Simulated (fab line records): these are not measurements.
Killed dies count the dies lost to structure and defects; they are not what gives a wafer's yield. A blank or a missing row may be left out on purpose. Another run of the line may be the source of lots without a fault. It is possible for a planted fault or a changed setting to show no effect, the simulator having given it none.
Comparing a struck lot with a sound one + flow nand_harc + 15 steps out of a route of 1302
Sound: wafers L576.2, L576.4, L576.6. Struck: wafer L571.5. (L571.2, L571.6 of the same lot were not struck and are left out.) The cause comes at the end.
For every step that has rows: the tool of each side, followed by ch and its chambers, followed by its first start. Under that, the readings that differ: sound wafers + struck wafers + difference of the means + sigmas: that difference in standard deviations of wafers without a fault.
alike: a reading whose means differ by less than 2 such deviations, as well as words and numbers matching on both sides. not compared: withheld readings; readings where some wafer has no value; bounds like >300 that might hide an equal value; numbers whose values overlap and for which the record gives no deviation.
The two part at a step that has a row with sigmas, a row that says differs or no value, or rows on one side only. When numbers do not overlap yet have no deviation, they are printed without sigmas and do not part them. A reading missing from all wafers of one side parts the sides only when that side holds two or more wafers.

first, 2 steps without rows for these wafers: NHARC_A_DECK1_JOINT_ANNEAL_28 (time 1800 s); NHARC_A_DECK1_JOINT_ANNEAL_29 (time 1800 s).
NHARC_A_DECK1_JOINT_CMP_02: polishes SiOx.
  sound on cmp-03 ch 0,2,3, day 19 02:12; struck on cmp-03 ch 2, day 16 17:27
  alike: motor_current_A, slurry_filter_dp_kPa
then, 1 step without rows for these wafers: NHARC_A_DECK1_JOINT_SRD_15.
NHARC_A_DECK1_JOINT_DEP_16: deposits SiO2, target thk 45 nm.
  sound on pecvd-03 ch 0,2, day 19 02:34; struck on pecvd-04 ch 2, day 16 17:47
  alike: heater_power_w, throttle_valve_pct
NHARC_A_DECK1_JOINT_THK_MEAS_17: measures by ellipsometry.
  sound: film_metro-01 at day 19 02:50; struck: film_metro-01 at day 16 18:04
| reading     | sound          | struck | difference | sigmas |
|-------------|----------------|--------|------------|--------|
| thk_nm (nm) | 45.0 45.1 47.8 | 43.2   | -2.8       | -2     |
NHARC_A_DECK1_JOINT_INSPECT_05:
  sound: defect_inspect-01 at day 19 02:53; struck: defect_inspect-02 at day 16 18:06
  alike: raw_defect_count
following that, 1 step holds no rows for these wafers, namely NHARC_A_ONON_D2_DEP_00 (target thickness 1000 nm).
NHARC_A_ONON_D2_THK_MEAS_02: measures by ellipsometry.
  sound: film_metro-01 at day 19 03:29; struck: film_metro-01 at day 16 18:41
  alike: thk_nm
following that, 1 step holds no rows for these wafers, namely NHARC_A_ONON_D2_DEP_03 (target thickness 1000 nm).
NHARC_A_ONON_D2_THK_MEAS_05: measures by ellipsometry.
  sound: film_metro-02 at day 19 04:02; struck: film_metro-01 at day 16 19:15
  alike: thk_nm
NHARC_A_ONON_D2_DEP_06: target thk 1000 nm.
  sound on pecvd_onon-02 ch 0, day 19 04:10; struck on pecvd_onon-02 ch 0, day 16 19:22
  alike: n2_flow_sccm
NHARC_A_ONON_D2_THK_MEAS_08: measures by ellipsometry.
  sound: film_metro-01 at day 19 04:37; struck: film_metro-01 at day 16 19:49
| reading     | sound          | struck | difference | sigmas |
|-------------|----------------|--------|------------|--------|
| thk_nm (nm) | 1004 1007 1003 | 1151   | +146       | +18    |
following that, 1 step holds no rows for these wafers, namely NHARC_A_ONON_D2_DEP_09 (target thickness 1000 nm).
-- the record jumps here: 13 days lie between the struck wafers' starts before and after (it left off in module A_ONON_D2 and takes up again in module END, whose first step shown is number 1302 of the route) --
NHARC_END_SORT_01:
  sound on prober-01 ch 0, day 31 02:34; struck on prober-02 ch 0, day 29 15:29
| reading         | sound    | struck | difference | sigmas |
|-----------------|----------|--------|------------|--------|
| killed_at_array | 49 60 62 | 671    | +614       | +34    |
| killed_dies     | 55 66 66 | 677    | +615       | +32    |
  alike: killed_at_other, killed_at_periphery, killed_open, killed_short

WHERE THEY PART
Earliest at NHARC_A_DECK1_JOINT_THK_MEAS_17; latest, in this record, at NHARC_END_SORT_01.

WHY: what the simulator had put in
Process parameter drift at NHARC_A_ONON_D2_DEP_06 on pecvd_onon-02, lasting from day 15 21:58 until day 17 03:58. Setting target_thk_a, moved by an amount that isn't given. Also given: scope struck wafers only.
